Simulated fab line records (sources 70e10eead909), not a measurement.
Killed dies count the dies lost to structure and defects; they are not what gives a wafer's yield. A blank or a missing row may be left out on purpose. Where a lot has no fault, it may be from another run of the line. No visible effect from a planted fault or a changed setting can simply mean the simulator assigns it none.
fab line records ; flow nand-harc
[record] lots = 6; wafers = 18; last-day = 22
route steps=1159 shown A_CONTACT@938 A_BLC@964 END@1159
lots that met no fault: from a run of the same line without faults
start-h: the number of hours between the record's first day and the start of the first shown wafer of the lot ; wait-h: hours since the lot's step before ; " repeats the value in the row above ; L1.1+2: several wafers, shown together as one row ; - no value, or no start was given ; * or withheld: withheld ; < > ~ a bound
route shown NAME@n: a module of which the file shows steps, and the number in the route of the first ; usual: mean and standard deviation over wafers with no fault ; same: alike in all rows ; chamber/n: place in a boat ; sites: each site's reading ; _std_site: the values' standard deviation ; _edge_site: outer sites' mean less inner sites' ; radius-mm: how far each site lies from the wafer's centre ; mask NAME#n: copy n ; behind: the last tool/chamber to shape the wafer ; hold: the reason the lot was held/the length of the hold in hours/how it ended ; device: which transistor (n, p or np) failed to switch ; end of line: the tests these same wafers got at the end of their route ; for a step that has no rows: nothing shown but its recipe ; killed: the dies lost at the first sort to structure and to defects; this is not the yield of the wafer ; map: per-die view of a wafer (x killed, . not killed, _ where there is no die)
set.NAME: the setting the step ran with; set.NAME@STEP: the setting that earlier step ran with ; model.NAME: the simulator's own value behind a step, which no gauge read
lots at selected steps of the route; one table per step, one row per wafer
services: from which hour (start-h, from the record's first day; less than 0 if before it) a tool's chamber was out of use, for how many hours, and why
[[steps]]
[step NHARC_A_CONTACT_DESCUM_13]
[recipe] time-s = 3; o2-flow-sccm = 200; ar-flow-sccm = 0; bias-power-w = 0; chemistry = O2
[usual] drypump-motor-current-A = 5.5/0.34; oes-product-au = 1.001/0.008; rf-vpp-V = 57.5/0.99; showerhead-plenum-p-Torr = 1.86/0.1; throttle-valve-pct = 11.311/0.0087
lot.wafer;tool;chamber;start-h;wait-h;drypump-motor-current-A;oes-product-au;rf-hours-counter-h;rf-vpp-V;showerhead-plenum-p-Torr;throttle-valve-pct
L261.3;rie-diel-09;2;395.06;0.1;6.4;0.996;50;58.3;1.96;11.311
L261.4;rie-diel-09;3;395.06;0.1;5.4;0.997;48;58.5;1.93;11.298
L261.1;rie-diel-09;0;395.06;0.1;5.4;1.008;42;57.6;2.06;11.303
L263.4;rie-diel-11;3;433.00;0.1;5.2;0.997;7;57.2;1.77;11.317
L263.1;rie-diel-11;0;433.00;0.1;5.2;1.015;8;59.2;1.97;11.317
L263.6;rie-diel-11;3;433.00;0.1;5.2;1.000;-;55.8;1.77;11.316
L264.3;rie-diel-11;2;434.04;0.1;5.9;1.000;8;57.6;1.78;11.298
L264.4;rie-diel-11;0;434.04;0.1;5.2;1.000;8;58.6;1.97;11.302
L264.6;rie-diel-11;3;434.04;0.1;5.2;1.006;-;58.5;1.77;11.315
L262.2;rie-diel-11;2;442.75;0.1;5.9;0.994;11;57.0;1.78;11.312
L262.1;rie-diel-11;1;442.75;0.1;5.7;1.002;11;58.2;1.77;11.313
L262.5;rie-diel-11;2;442.75;0.1;5.9;0.996;-;58.6;1.78;11.306
L268.3;rie-diel-11;1;476.51;0.1;5.6;1.016;18;58.4;1.76;11.307
L268.4;rie-diel-11;3;476.51;0.1;5.2;1.000;18;56.4;1.77;11.333
L268.6;rie-diel-11;2;476.51;0.1;5.9;1.004;-;56.6;1.78;11.322
L274.4;rie-diel-11;0;482.11;0.1;5.2;0.999;19;59.4;1.97;11.311
L274.1;rie-diel-11;1;482.11;0.1;5.6;0.998;19;57.6;1.76;11.313
L274.5;rie-diel-11;0;482.11;0.1;5.2;0.992;-;60.6;1.97;11.312
[step NHARC_A_CONTACT_ETCH_88]
[recipe] target-depth-a = 390; over-etch-frac = 0.3; time-s = 65; ion-energy-ev = 80; cf4-flow-sccm = 150; ar-flow-sccm = 0; rf-w = 300; bias-w = 100; chemistry = CF4
[usual] bias-w = 100.0/0.31; drypump-motor-current-A = 5.5/0.34; oes-product-au = 1.000/0.0082; rf-vpp-V = 150.7/1.3; showerhead-plenum-p-Torr = 1.72/0.085; throttle-valve-pct = 13.282/0.0094
lot.wafer;tool;chamber;start-h;wait-h;bias-w;drypump-motor-current-A;oes-product-au;rf-hours-counter-h;rf-vpp-V;showerhead-plenum-p-Torr;throttle-valve-pct
L261.3;rie-diel-09;2;395.20;0.1;100.2;6.4;0.999;50;152.3;1.81;13.276
L261.4;rie-diel-09;3;395.20;0.1;99.8;5.4;0.999;48;150.9;1.78;13.276
L261.1;rie-diel-09;0;395.20;0.1;99.8;5.4;0.994;42;154.5;1.90;13.268
L263.1;rie-diel-11;1;433.09;0.1;100.3;5.6;0.997;7;149.1;1.64;13.300
L263.4;rie-diel-11;3;433.09;0.1;99.9;5.2;0.988;7;150.1;1.65;13.283
L263.6;rie-diel-11;1;433.09;0.1;100.5;5.7;0.994;-;149.2;1.64;13.293
L264.4;rie-diel-11;2;434.18;0.1;100.0;5.9;0.998;8;149.9;1.66;13.285
L264.3;rie-diel-11;0;434.18;0.1;100.1;5.2;1.023;8;152.3;1.82;13.279
L264.6;rie-diel-11;2;434.18;0.1;100.1;5.8;0.997;-;150.6;1.66;13.291
L262.1;rie-diel-11;2;442.85;0.1;100.0;5.9;0.997;11;150.9;1.66;13.289
L262.2;rie-diel-11;3;442.85;0.1;100.2;5.2;1.001;10;150.1;1.65;13.276
L262.5;rie-diel-11;1;442.85;0.1;100.7;5.7;1.004;-;149.8;1.64;13.278
L268.4;rie-diel-11;0;476.59;0.1;99.7;5.2;1.005;18;152.5;1.82;13.293
L268.3;rie-diel-11;3;476.59;0.1;100.0;5.2;0.988;18;149.0;1.64;13.305
L268.6;rie-diel-11;1;476.59;0.1;100.4;5.6;1.010;-;149.3;1.64;13.279
L274.4;rie-diel-11;3;482.20;0.1;100.7;5.2;0.992;19;149.3;1.64;13.280
L274.1;rie-diel-11;2;482.20;0.1;100.2;5.9;0.990;20;149.7;1.65;13.282
L274.5;rie-diel-11;0;482.20;0.1;100.2;5.2;0.993;-;152.4;1.82;13.280
[step NHARC_A_CONTACT_ETCH_89]
[recipe] target-depth-a = 2600; over-etch-frac = 0.3; time-s = 475.3; ion-energy-ev = 200; n2-flow-sccm = 150; h2-flow-sccm = 150; ar-flow-sccm = 0; rf-w = 400; bias-w = 150; chemistry = N2/H2
[step NHARC_A_CONTACT_ETCH_30]
[recipe] target-depth-a = 605; time-s = 30.2; cf4-flow-sccm = 100; chf3-flow-sccm = 30; ar-flow-sccm = 0; rf-w = 500; bias-w = 200; chemistry = CF4/CHF3
[step NHARC_A_CONTACT_ETCH_31]
[recipe] target-depth-a = 20000; over-etch-frac = 0.3; time-s = 520; ion-energy-ev = 150; o2-flow-sccm = 400; cos-flow-sccm = 20; ar-flow-sccm = 0; rf-w = 500; bias-w = 300; chemistry = O2/COS
[step NHARC_A_CONTACT_ETCH_134]
[recipe] source-w = withheld; pressure-mtorr = 20; bias-v = withheld; time-s = 140; target-depth-a = 7000; ar-flow-sccm = withheld; c4f8-flow-sccm = withheld; o2-flow-sccm = withheld; chemistry = C4F8/O2/Ar
[step NHARC_A_CONTACT_ETCH_135]
[recipe] source-w = withheld; pressure-mtorr = 20; bias-v = 3000; time-s = 132; target-depth-a = 12870; ar-flow-sccm = withheld; c4f8-flow-sccm = withheld; o2-flow-sccm = withheld; chemistry = C4F8/O2/Ar
lot.wafer;tool;chamber;start-h;wait-h;rf-hours-counter-h
L261.1;har-cap-etch-01;1;396.30;0.2;60
L261.3;har-cap-etch-01;1;396.30;0.2;-
L261.4;har-cap-etch-01;0;396.30;0.2;-
L263.1;har-cap-etch-02;0;434.31;0.2;19
L263.4;har-cap-etch-02;0;434.31;0.2;-
L263.6;har-cap-etch-02;1;434.31;0.2;-
L264.3;har-cap-etch-03;0;435.32;0.1;-
L264.4;har-cap-etch-03;1;435.32;0.1;-
L264.6;har-cap-etch-03;1;435.32;0.1;-
L262.2;har-cap-etch-01;1;444.37;0.2;68
L262.1;har-cap-etch-01;0;444.37;0.2;68
L262.5;har-cap-etch-01;0;444.37;0.2;-
L268.3;har-cap-etch-02;1;477.78;0.1;-
L268.4;har-cap-etch-02;0;477.78;0.1;-
L268.6;har-cap-etch-02;1;477.78;0.1;-
L274.1;har-cap-etch-01;0;483.30;0.2;74
L274.4;har-cap-etch-01;0;483.30;0.2;-
L274.5;har-cap-etch-01;1;483.30;0.2;-
[step NHARC_A_CONTACT_ETCH_136]
[recipe] source-w = withheld; pressure-mtorr = 20; bias-v = 3000; time-s = 132; target-depth-a = 12870; ar-flow-sccm = withheld; c4f8-flow-sccm = withheld; o2-flow-sccm = withheld; chemistry = C4F8/O2/Ar
[step NHARC_A_CONTACT_ETCH_137]
[recipe] source-w = withheld; pressure-mtorr = 20; bias-v = 3000; time-s = 132; target-depth-a = 12870; ar-flow-sccm = withheld; c4f8-flow-sccm = withheld; o2-flow-sccm = withheld; chemistry = C4F8/O2/Ar
[step NHARC_A_CONTACT_ETCH_138]
[recipe] source-w = withheld; pressure-mtorr = 20; bias-v = 3000; time-s = 132; target-depth-a = 12890; ar-flow-sccm = withheld; c4f8-flow-sccm = withheld; o2-flow-sccm = withheld; chemistry = C4F8/O2/Ar
[step NHARC_A_CONTACT_ETCH_139]
[recipe] source-w = withheld; pressure-mtorr = 20; bias-v = 400; time-s = 137; target-depth-a = 5900; ar-flow-sccm = withheld; c4f8-flow-sccm = 11.5; o2-flow-sccm = 7.2; chemistry = C4F8/O2/Ar
[step NHARC_A_CONTACT_ETCH_92]
[recipe] target-depth-a = 400; over-etch-frac = 0.5; time-s = 85.7; ion-energy-ev = 120; ch3f-flow-sccm = 50; o2-flow-sccm = 30; ar-flow-sccm = 200; rf-w = 500; bias-w = 100; chemistry = CH3F/O2
[usual] bias-w = 100.02/0.28; drypump-motor-current-A = 5.5/0.33; oes-product-au = 0.94/0.031; rf-vpp-V = 243.6/2; showerhead-plenum-p-Torr = 2.40/0.12; throttle-valve-pct = 20.663/0.0098
lot.wafer;tool;chamber;start-h;wait-h;bias-w;drypump-motor-current-A;oes-product-au;rf-hours-counter-h;rf-vpp-V;showerhead-plenum-p-Torr;throttle-valve-pct
L261.3;rie-diel-11;3;397.21;0.3;100.08;5.2;1.01;3;242.0;2.28;20.658
L261.1;rie-diel-11;0;397.21;0.3;99.96;5.2;1.00;4;245.4;2.54;20.671
L261.4;rie-diel-11;1;397.21;0.3;100.25;5.6;1.00;4;241.0;2.28;20.662
L263.4;rie-diel-11;0;435.29;0.4;100.59;5.2;0.93;9;245.4;2.53;20.671
L263.1;rie-diel-11;3;435.29;0.4;100.53;5.2;0.92;8;241.4;2.28;20.672
L263.6;rie-diel-11;0;435.29;0.4;99.90;5.2;0.93;-;246.2;2.53;20.650
L264.4;rie-diel-11;1;436.17;0.3;100.06;5.7;0.94;9;241.9;2.28;20.685
L264.3;rie-diel-11;0;436.17;0.3;99.77;5.2;0.93;9;243.9;2.53;20.657
L264.6;rie-diel-11;1;436.17;0.3;100.24;5.7;0.93;-;240.7;2.28;20.662
L262.2;rie-diel-10;2;445.32;0.4;100.00;5.7;0.93;31;242.0;2.28;20.664
L262.1;rie-diel-10;0;445.32;0.4;99.49;5.3;0.94;34;243.2;2.46;20.649
L262.5;rie-diel-10;3;445.32;0.4;99.50;5.4;0.93;-;246.2;2.48;20.668
L268.3;rie-diel-11;0;478.63;0.3;99.58;5.2;0.91;19;246.1;2.53;20.652
L268.4;rie-diel-11;3;478.63;0.3;100.06;5.2;0.92;19;241.8;2.28;20.648
L268.6;rie-diel-11;1;478.63;0.3;100.04;5.6;0.93;-;242.0;2.27;20.674
L274.4;rie-diel-11;0;484.19;0.3;99.97;5.2;0.93;20;244.6;2.53;20.679
L274.1;rie-diel-11;3;484.19;0.3;99.49;5.2;0.95;19;241.7;2.28;20.666
L274.5;rie-diel-11;1;484.19;0.3;99.79;5.6;0.94;-;242.4;2.27;20.679
[step NHARC_A_CONTACT_ETCH_98]
[recipe] target-depth-a = 200; over-etch-frac = 0.5; time-s = 10; ion-energy-ev = 250; c4f6-flow-sccm = 25; o2-flow-sccm = 20; ar-flow-sccm = 500; rf-w = 600; bias-w = 500; chemistry = C4F6/O2
[usual] bias-w = 500.0/1.5; drypump-motor-current-A = 5.5/0.33; oes-product-au = 0.964/0.021; rf-vpp-V = 545/4.1; showerhead-plenum-p-Torr = 3.83/0.18; throttle-valve-pct = 26.903/0.0093
lot.wafer;tool;chamber;start-h;wait-h;bias-w;drypump-motor-current-A;oes-product-au;rf-hours-counter-h;rf-vpp-V;showerhead-plenum-p-Torr;throttle-valve-pct
L261.3;rie-diel-11;2;397.33;-;500.0;5.9;0.984;5;542;3.68;26.898
L261.4;rie-diel-11;3;397.33;-;501.5;5.2;0.994;3;542;3.66;26.900
L261.1;rie-diel-11;1;397.33;-;500.6;5.7;0.990;4;541;3.65;26.907
L263.4;rie-diel-11;1;435.43;-;501.5;5.7;0.963;9;541;3.65;26.906
L263.1;rie-diel-11;2;435.43;-;501.9;5.9;0.943;9;541;3.68;26.896
L263.6;rie-diel-11;1;435.43;-;500.8;5.6;0.952;-;541;3.65;26.897
L264.3;rie-diel-11;3;436.58;-;498.5;5.2;0.939;8;542;3.66;26.911
L264.4;rie-diel-11;1;436.58;-;497.7;5.7;0.962;9;541;3.65;26.899
L264.6;rie-diel-11;2;436.58;-;496.5;5.8;0.970;-;540;3.68;26.910
L262.1;rie-diel-10;0;445.46;-;496.8;5.4;0.973;34;547;3.93;26.906
L262.2;rie-diel-10;2;445.46;-;499.1;5.8;0.973;31;541;3.66;26.906
L262.5;rie-diel-10;1;445.46;-;499.6;5.4;0.976;-;551;4.04;26.912
L268.3;rie-diel-11;0;478.77;-;499.6;5.2;0.958;19;549;4.03;26.894
L268.4;rie-diel-11;1;478.77;-;500.5;5.6;0.966;19;541;3.64;26.903
L268.6;rie-diel-11;1;478.77;-;500.9;5.7;0.956;-;540;3.65;26.903
L274.1;rie-diel-11;2;484.33;-;500.0;5.8;0.952;21;540;3.67;26.889
L274.4;rie-diel-11;0;484.33;-;499.3;5.2;0.962;20;549;4.03;26.882
L274.5;rie-diel-11;2;484.33;-;499.1;5.9;0.950;-;542;3.67;26.887
[step NHARC_A_CONTACT_CD_MEAS_15]
[usual] cd-nm = 89.9/0.55
lot.wafer;tool;chamber;start-h;wait-h;cd-nm
L261.1;cd-sem-01;-;397.41;-;89.5
L261.3;cd-sem-01;-;397.41;-;89.0
L261.4;cd-sem-01;-;397.41;-;90.2
L263.1;cd-sem-01;-;435.51;-;90.0
L263.4;cd-sem-01;-;435.51;-;90.7
L263.6;cd-sem-01;-;435.51;-;90.4
L264.3;cd-sem-03;-;436.66;-;90.3
L264.4;cd-sem-03;-;436.66;-;90.7
L264.6;cd-sem-03;-;436.66;-;90.6
L262.1;cd-sem-01;-;445.55;-;90.7
L262.2;cd-sem-01;-;445.55;-;90.5
L262.5;cd-sem-01;-;445.55;-;90.4
L268.3;cd-sem-02;-;478.86;-;89.4
L268.4;cd-sem-02;-;478.86;-;89.7
L268.6;cd-sem-02;-;478.86;-;90.4
L274.1;cd-sem-01;-;484.41;-;89.0
L274.4;cd-sem-01;-;484.41;-;89.8
L274.5;cd-sem-01;-;484.41;-;90.6
[step NHARC_A_CONTACT_STRIP_107]
[recipe] n2-flow-sccm = 150; h2-flow-sccm = 150; ar-flow-sccm = 0; bias-w = 0; chemistry = N2/H2
[step NHARC_A_CONTACT_STRIP_108]
[recipe] cf4-flow-sccm = 100; chf3-flow-sccm = 30; ar-flow-sccm = 0; bias-w = 0; chemistry = CF4/CHF3
[step NHARC_A_CONTACT_STRIP_109]
[recipe] o2-flow-sccm = 400; cos-flow-sccm = 20; ar-flow-sccm = 0; bias-w = 0; chemistry = O2/COS
[step NHARC_A_CONTACT_ETCH_110]
[recipe] target-depth-a = 500; overetch-a = 50; time-s = 27.5; ion-energy-ev = 100; cf4-flow-sccm = 80; o2-flow-sccm = 20; ar-flow-sccm = 0; rf-w = 300; bias-w = 100; chemistry = CF4/O2
[step NHARC_A_CONTACT_STRIP_26]
[recipe] o2-flow-sccm = 500; ar-flow-sccm = 0; bias-w = 0; chemistry = O2
[step NHARC_A_CONTACT_STRIP_27]
[recipe] time-s = 600; temp-c = 30; chemistry = post-etch-residue-remover
[step NHARC_A_CONTACT_ALD_18]
[recipe] target-thk-a = 30; pulse-time-s = 1; ald-cycles = 150; temp-c = 450; material = TiN
[step NHARC_A_CONTACT_CVD_19]
[recipe] target-thk-a = 3000; temp-c = 300; pressure-torr = 40; wf6-flow-sccm = 40; h2-flow-sccm = 1600; ar-flow-sccm = 1560; time-s = 802; material = W
[step NHARC_A_CONTACT_CMP_20]
[recipe] t-overpolish-s = 30; target-thk-nm = 300
[usual] motor-current-A = 12.2/0.86; overpolish-run-s = 30.000/0.0092; retaining-ring-pressure-frac = 1.000/0.0049; time-to-endpoint-s = 60/3.7
lot.wafer;tool;chamber;start-h;wait-h;motor-current-A;overpolish-run-s;retaining-ring-pressure-frac;time-to-endpoint-s
L261.4;cmp-01;3;399.43;0.5;14.4;29.981;0.999;64
L261.3;cmp-01;1;399.43;0.5;15.4;29.989;1.004;59
L261.1;cmp-01;2;399.43;0.5;10.9;30.007;1.010;62
L263.1;cmp-03;0;439.13;0.8;12.0;30.008;1.003;59
L263.4;cmp-03;1;439.13;0.8;11.2;30.007;0.994;55
L263.6;cmp-03;3;439.13;0.8;12.1;30.009;1.004;54
L264.3;cmp-02;0;439.86;0.5;12.3;30.001;1.004;62
L264.4;cmp-02;2;439.86;0.5;11.8;29.998;1.007;57
L264.6;cmp-02;0;439.86;0.5;12.3;30.000;1.004;60
L262.1;cmp-02;1;447.57;0.8;11.7;29.993;0.998;68
L262.2;cmp-02;0;447.57;0.8;12.2;30.007;1.002;67
L262.5;cmp-02;2;447.57;0.8;13.2;29.985;0.995;63
L268.4;cmp-01;2;484.95;0.6;10.5;30.000;0.992;53
L268.3;cmp-01;3;484.95;0.6;13.8;30.009;0.999;55
L268.6;cmp-01;0;484.95;0.6;11.4;30.013;0.994;59
L274.4;cmp-02;2;486.74;0.4;13.2;30.005;1.001;57
L274.1;cmp-02;3;486.74;0.4;12.1;29.988;1.000;62
L274.5;cmp-02;2;486.74;0.4;13.0;29.995;1.000;59
[step NHARC_A_CONTACT_SRD_22]
[step NHARC_A_BLC_DEHYDRATE_00]
[recipe] temp-c = 150; time-s = 120
[step NHARC_A_BLC_HMDS_01]
[recipe] time-s = 30
[step NHARC_A_BLC_COAT_02]
[recipe] temp-c = 260; time-s = 75
[step NHARC_A_BLC_COAT_03]
[recipe] temp-c = 225; time-s = 65
[step NHARC_A_BLC_COAT_04]
[recipe] spin-rpm = 1500; resist-thk-nm = 90
[step NHARC_A_BLC_SOFTBAKE_05]
[recipe] temp-c = 105; time-s = 55
[step NHARC_A_BLC_EBR_06]
[step NHARC_A_BLC_EXPOSE_07]
[recipe] na = 1.35; target-cd-nm = 100; dose-mj = 67.97; mask-id = A_BLC
[step NHARC_A_BLC_PEB_08]
[recipe] peb-temp-c = 100; peb-time-s = 65
[step NHARC_A_BLC_DEVELOP_09]
[recipe] develop-time-s = 35; dev-temp-c = 23
[step NHARC_A_BLC_CD_MEAS_10]
[recipe] target-cd-nm = 100; landing-energy-ev = 500
[usual] cd-nm = 99.9/0.51
lot.wafer;tool;chamber;start-h;wait-h;cd-nm
L261.1;cd-sem-01;0;400.21;-;100.1
L261.3;cd-sem-01;0;400.21;-;99.9
L261.4;cd-sem-01;0;400.21;-;99.4
L263.1;cd-sem-03;0;439.99;-;99.9
L263.4;cd-sem-03;0;439.99;-;100.0
L263.6;cd-sem-03;0;439.99;-;99.1
L264.3;cd-sem-02;0;440.75;-;99.2
L264.4;cd-sem-02;0;440.75;-;100.2
L264.6;cd-sem-02;0;440.75;-;100.1
L262.1;cd-sem-01;0;448.50;-;99.9
L262.2;cd-sem-01;0;448.50;-;99.5
L262.5;cd-sem-01;0;448.50;-;100.7
L268.3;cd-sem-03;0;485.82;-;99.8
L268.4;cd-sem-03;0;485.82;-;100.4
L268.6;cd-sem-03;0;485.82;-;100.4
L274.1;cd-sem-01;0;487.63;-;98.6
L274.4;cd-sem-01;0;487.63;-;100.3
L274.5;cd-sem-01;0;487.63;-;99.0
[step NHARC_A_BLC_OVL_MEAS_11]
[usual] overlay-x-nm = -0.3/0.9; overlay-y-nm = 0.0/0.8
lot.wafer;tool;chamber;start-h;wait-h;overlay-x-nm;overlay-y-nm
L261.1;overlay-02;-;400.29;-;-0.1;0.2
L261.3;overlay-02;-;400.29;-;0.1;0.7
L261.4;overlay-02;-;400.29;-;-0.3;0.4
L263.1;overlay-01;-;440.08;-;0.0;0.7
L263.4;overlay-01;-;440.08;-;-0.3;-0.1
L263.6;overlay-01;-;440.08;-;0.1;0.6
L264.3;overlay-01;-;440.83;-;-0.6;1.0
L264.4;overlay-01;-;440.83;-;-0.8;1.4
L264.6;overlay-01;-;440.83;-;-0.3;1.1
L262.1;overlay-02;-;448.58;-;-1.1;-0.7
L262.2;overlay-02;-;448.58;-;-1.0;-0.3
L262.5;overlay-02;-;448.58;-;-0.7;-0.1
L268.3;overlay-01;-;485.90;-;1.1;0.8
L268.4;overlay-01;-;485.90;-;1.5;1.3
L268.6;overlay-01;-;485.90;-;0.8;0.1
L274.1;overlay-02;-;487.71;-;-0.8;-0.4
L274.4;overlay-02;-;487.71;-;-1.2;-0.9
L274.5;overlay-02;-;487.71;-;-1.2;-0.7
[step NHARC_A_BLC_DESCUM_15]
[recipe] time-s = 3; o2-flow-sccm = 200; ar-flow-sccm = 0; bias-power-w = 0; chemistry = O2
[step NHARC_A_BLC_ETCH_16]
[recipe] target-depth-a = 390; over-etch-frac = 0.3; time-s = 65; ion-energy-ev = 80; cf4-flow-sccm = 150; ar-flow-sccm = 0; rf-w = 300; bias-w = 100; chemistry = CF4
[step NHARC_A_BLC_ETCH_17]
[recipe] target-depth-a = 3900; over-etch-frac = 0.25; time-s = 609.38; ion-energy-ev = 200; n2-flow-sccm = 150; h2-flow-sccm = 150; ar-flow-sccm = 0; rf-w = 400; bias-w = 150; chemistry = N2/H2
[step NHARC_END_SORT_01]
[recipe] temp-c = 25
[usual] killed-at-array = 25/9.5; killed-at-other = 0.8/1.2; killed-at-periphery = 3.4/2.2; killed-dies = 29/10; killed-open = 3.3/1.8; killed-short = 2.1/1.4
[same] gross-dies = 677
lot.wafer;tool;chamber;start-h;wait-h;killed-at-array;killed-at-other;killed-at-periphery;killed-dies;killed-open;killed-short
L274.1;prober-01;0;535.32;2.5;104;2;1;107;5;2
L274.4;prober-01;0;537.71;3.4;112;0;4;116;1;2
L274.5;prober-01;0;538.50;3.7;84;0;3;87;4;3
L268.3;prober-02;0;536.95;3.1;122;1;5;128;4;3
L268.4;prober-02;0;537.76;3.4;46;5;7;58;1;3
L268.6;prober-02;0;539.38;4.0;47;2;2;51;4;1
// killed by level:class
L274.1 A_CONTACT:unspecified=81 A_SLIT:chamber-film-flake=15 A_CONTACT:geometric-particle:open=5 THIN_TSV:chamber-film-flake=2 P_CONTACT:geometric-particle:short=1 A_CONTACT:geometric-particle:short=1 A_STAIRCASE:chamber-film-flake=1 A_CONTACT:chamber-film-flake=1
L268.3 A_CONTACT:unspecified=99 A_CHANNEL_HOLE_D1:chamber-film-flake=5 A_SLIT:chamber-film-flake=4 A_WL_FILL:geometric-particle:short=3 P_M1:chamber-film-flake=3 A_STAIRCASE:chamber-film-flake=3 A_WL_FILL:geometric-particle:open=2 A_ZERO_WELL:chamber-film-flake=2
L274.4 A_CONTACT:unspecified=96 A_SLIT:chamber-film-flake=9 A_CONTACT:chamber-film-flake=3 P_GATE:chamber-film-flake=2 A_CHANNEL_HOLE_D1:chamber-film-flake=2 P_GATE:geometric-particle:short=1 A_CONTACT:geometric-particle:open=1 A_BLC:geometric-particle:short=1
L268.4 A_CONTACT:unspecified=22 A_SLIT:chamber-film-flake=12 THIN_TSV:chamber-film-flake=5 P_M1:chamber-film-flake=4 A_CHANNEL_HOLE_D1:chamber-film-flake=3 A_STAIRCASE:chamber-film-flake=3 P_CONTACT:geometric-particle:open=1 A_CHANNEL_HOLE_D1:geometric-particle:short=1
L274.5 A_CONTACT:unspecified=75 P_CONTACT:geometric-particle:open=1 A_ONON_D1:geometric-particle:short=1 A_CHANNEL_FILL_D1:geometric-particle:open=1 A_WL_FILL:geometric-particle:short=1 A_BLC:geometric-particle:open=1 A_M0:geometric-particle:open=1 A_M0:geometric-particle:short=1
L268.6 A_CONTACT:unspecified=21 A_SLIT:chamber-film-flake=17 A_CHANNEL_HOLE_D1:chamber-film-flake=3 THIN_TSV:chamber-film-flake=2 P_CONTACT:geometric-particle:open=1 A_CHANNEL_HOLE_D1:geometric-particle:open=1 A_WL_FILL:geometric-particle:open=1 A_CONTACT:geometric-particle:open=1
// map L268.3 (x killed, . not)
____________x____________
_________.x.xxx._________
_______...x.xx.x.x_______
______x...........x______
_____..............._____
____.................____
____.................____
___...................___
___.....x.............___
__x....................__
__.....................__
_......................._
_......................._
_...x..................._
_......x........x......._
_..............xx......._
x..............xxxx......
............xxxxxxxxx....
........x...xxxxxxxxx....
............xxxxxxxxx..x.
............xxxxxxxxx....
_...........xxxxxxxxx..._
_..........x.xxxxxxx.x.._
_.x.........xxxxxxxxx..._
_.x..........xxxxxxxx..._
_...........xxxxxxx....._
__..........xxxxxxxx...__
__...x........xxxxx....__
___...........xxx.....___
___.....x.............___
____x................____
____........x........____
_____..............._____
______.....x.......______
_______...x......._______
_________......._________
____________.____________
// map L274.4 (x killed, . not)
____________x____________
_________..x.xxx_________
_______...xxx.xx.._______
______.............______
_____........x......_____
____..............x..____
____.................____
___...................___
___...................___
__.....................__
__.....................__
_......................._
_......................._
_...............x......._
_....x.................._
_.....x........xxxx....._
........x.....xxxx.......
..............xxxx.x.....
.............xxxxxxx.....
...........xxxxxxxxxx....
............xxxxxxxxx....
_...........xxxxxxxx...._
_...........xxxxxxxxx..._
_...........xxxxxxxxx..._
_............xxxxxxx.x.._
_............xxxxxxx.x.._
__...........xxxxxx.xx.__
__.......x....xxxxx....__
___............xx.....___
___.............x....x___
____.................____
____...x.............____
_____..............._____
______.............______
_______..........._______
_________......._________
____________.____________
[[services]]
tool;chamber;start-h;hours;kind
cmp-01;-;371.39;1.8;repair
rie-diel-11;0;375.50;-;clean
rie-diel-11;1;375.50;-;clean
rie-diel-11;2;375.50;-;clean
rie-diel-11;3;375.50;-;clean
cmp-01;-;378.75;4.0;pm
rie-diel-11;3;384.36;7.9;repair
cmp-02;-;384.86;0.6;repair
cmp-03;-;396.31;0.9;repair
rie-diel-11;0;400.00;-;clean
rie-diel-11;1;400.00;-;clean
cmp-01;-;402.56;51.9;repair
har-cap-etch-02;-;403.29;0.7;repair
cmp-03;-;405.13;1.8;repair
har-cap-etch-02;-;409.52;0.7;repair
cmp-02;-;418.41;2.1;repair
cmp-02;-;422.50;4.0;pm
rie-diel-10;-;424.08;0.6;repair
rie-diel-09;-;431.17;9.0;pm
cmp-03;-;450.14;4.0;pm
cmp-02;-;452.79;3.0;repair
rie-diel-09;2;454.39;10.1;repair
rie-diel-10;3;470.73;5.4;repair
cmp-01;-;476.75;4.0;pm
[[key]]
[first-sign] step = NHARC_END_SORT_01; reading = killed-at-array; direction = up; sigmas = 6.4; usual = 25; struck = 86
[effect] step = NHARC_END_SORT_01; reading = killed-dies; direction = up; sigmas = 6.1; usual = 29; struck = 91
[more-kills-born-at] NHARC_A_CONTACT_ETCH_98@rie-diel-11 = 394
met-at NHARC_A_CONTACT_ETCH_98
struck-wafers L268.3,L268.4,L268.6,L274.1,L274.4,L274.5
tester-left-out L268,L274
onset-between 436.58 478.77
also-fits time
[fault] kind = chamber-particle-source; tool = rie-diel-11; chamber = -; onset-h = 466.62; steps = NHARC_A_CONTACT_ETCH_98; rate-per-visit-cm2 = 1.3577; end-h = 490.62
// tester-left-out: of these lots the tester's yield and bins aren't shown, on N5 and GAA mostly nor the transistor test; their killed dies are dies lost to structure and defects alone, not to doping, threshold or leakage, so they don't give the yield
